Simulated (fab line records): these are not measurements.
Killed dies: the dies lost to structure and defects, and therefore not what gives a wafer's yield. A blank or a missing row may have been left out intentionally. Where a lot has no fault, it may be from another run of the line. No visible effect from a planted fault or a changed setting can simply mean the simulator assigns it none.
A struck lot beside a sound one -- flow n5-finfet -- 17 steps out of a route of 1938
Sound: the wafers L820.2, L820.4, L820.5. Struck: wafers L828.4, L828.6. (L828.3 of the same lot was not struck and is left out.) The cause comes at the end.
Per side, at each step with rows, come the tool, then ch with its chambers, and then its first start. Under that, the readings that differ: sound wafers -- struck wafers -- difference of the means -- sigmas: that difference in standard deviations of wafers without a fault.
alike: same words and numbers on both sides, and readings whose means sit less than 2 such deviations apart. not compared: any withheld reading, any reading some wafer has no value for, any bound like >300 that may hide the same value, and any number with overlapping values for which the record gives no deviation.
A row with sigmas, a row that says differs or no value, or rows on one side alone: a step with any of these is where the two part. When numbers do not overlap yet have no deviation, they are printed without sigmas and do not part them. A reading missing from all wafers of one side parts the sides only when that side holds two or more wafers.

first, 4 steps without rows for these wafers: N5_BEOL_M6_HM_STRIP_39 (strips TiN in peroxide tin strip, target depth 25 nm, time 158 s); N5_BEOL_M6_SRD_40 (time 30 s); N5_BEOL_M6_PRECLEAN_42 (cleans in residue remover, time 60 s); N5_BEOL_M6_SRD_43 (time 30 s).
N5_BEOL_M6_CD_MEAS_35: target cd 40 nm, target cd y 28 nm.
  struck on cd-sem-03, day 13 12:50; sound on cd-sem-01, day 11 22:22
  alike: cd-nm
N5_BEOL_M6_CURE_75: cures SiCOH lowk, time 120 s.
  sound on uv-cure-03 ch 0, day 11 22:27; struck on uv-cure-02 ch 2, day 13 12:59
  alike: lamp-power-pct, wafer_temp_C_max
N5_BEOL_M6_DEGAS_44: time 60 s.
  struck on pvd-sputter-03, day 13 13:20; sound on pvd-sputter-03, day 11 23:14
  alike: heater-power-w
then, 1 step without rows for these wafers: N5_BEOL_M6_PRE_CLEAN_45 (time 30 s).
N5_BEOL_M6_ALD_77: deposits TaN, target thk 2 nm, pulse time 2 s, purge time 3 s.
  sound on ald-metal-02 ch 1,2, day 11 23:20; struck on ald-metal-01 ch 0,3, day 13 13:27
reading,sound,struck,difference,sigmas
heater-power-w (W),415 438 439,338 339,-92,-2
N5_BEOL_M6_SURFACE_TREAT_79:
  struck on pvd-sputter-01, day 13 13:45; sound on pvd-sputter-01, day 11 23:37
  alike: ar-flow-sccm
  not compared: throttle-valve-pct
then, 1 step without rows for these wafers: N5_BEOL_M6_CVD_78 (deposits Co from CCTBA/H2, target thk 2 nm, time 142.3 s).
N5_BEOL_M6_SPUTTER_48: material Cu, target thk 10 nm, time 1.667 s.
  struck on pvd-sputter-03, day 13 14:02; sound on pvd-sputter-01, day 11 23:59
  alike: cathode-dc-power-W, throttle-valve-pct
N5_BEOL_M6_ECD_50: material Cu, target thk 300 nm.
  sound on ecd-cu-02 ch 1, day 12 00:11; struck on ecd-cu-02 ch 0, day 13 14:11
reading,sound,struck,difference,sigmas
model.Cu_of_BEOL_M6_ECD_50.thk-nm (nm),305.4 301 300.6,427.4 424.8,+123.8,
then, 1 step without rows for these wafers: N5_BEOL_M6_ANNEAL_51 (time 90 s).
N5_BEOL_M6_CMP_52: polishes, stops on SiCOH lowk, t overpolish 6.9 s, target thk 80 nm.
  sound on cmp-01 ch 0,1, day 12 01:04; struck on cmp-04 ch 0,2, day 13 15:05
reading,sound,struck,difference,sigmas
time-to-endpoint-s (s),62.7 62.0 62.0,86.6 89.5,+25.8,+12
  alike: motor-current-A, platen-rpm
N5_BEOL_M6_THK_MEAS_53: measures by xrf.
  struck on film-metro-02, day 13 15:21; sound on film-metro-02, day 12 01:21
reading,sound,struck,difference,sigmas
M6_THK (nm),76.5 82.1 79.9,75.6 76.1,-3.7,-2
-- a jump in the record: the struck wafers' starts before and after are 4 days apart (it breaks off in module BEOL_M6 and resumes in module PASSIVATION, where the first step shown is number 1936 of the route) --
N5_PASSIVATION_PROBE_49:
  struck on prober-01, day 17 06:31; sound on prober-02, day 15 19:58
  alike: defect-limited-yield, killed_at_M0_to_M3, killed_at_M4_up, killed-at-contacts, killed-at-front-end, killed-at-other, killed-dies, killed-on-rim, killed-open, killed-short, sort_bin_5_function, sort_bin_6_memory, sort-n-pass, sort-yield-pct

WHERE THEY PART
Earliest at N5_BEOL_M6_ALD_77; latest, in this record, at N5_BEOL_M6_THK_MEAS_53. Later steps at which nothing parts them and some readings are alike: N5_PASSIVATION_PROBE_49.

WHY: whatever the simulator had introduced
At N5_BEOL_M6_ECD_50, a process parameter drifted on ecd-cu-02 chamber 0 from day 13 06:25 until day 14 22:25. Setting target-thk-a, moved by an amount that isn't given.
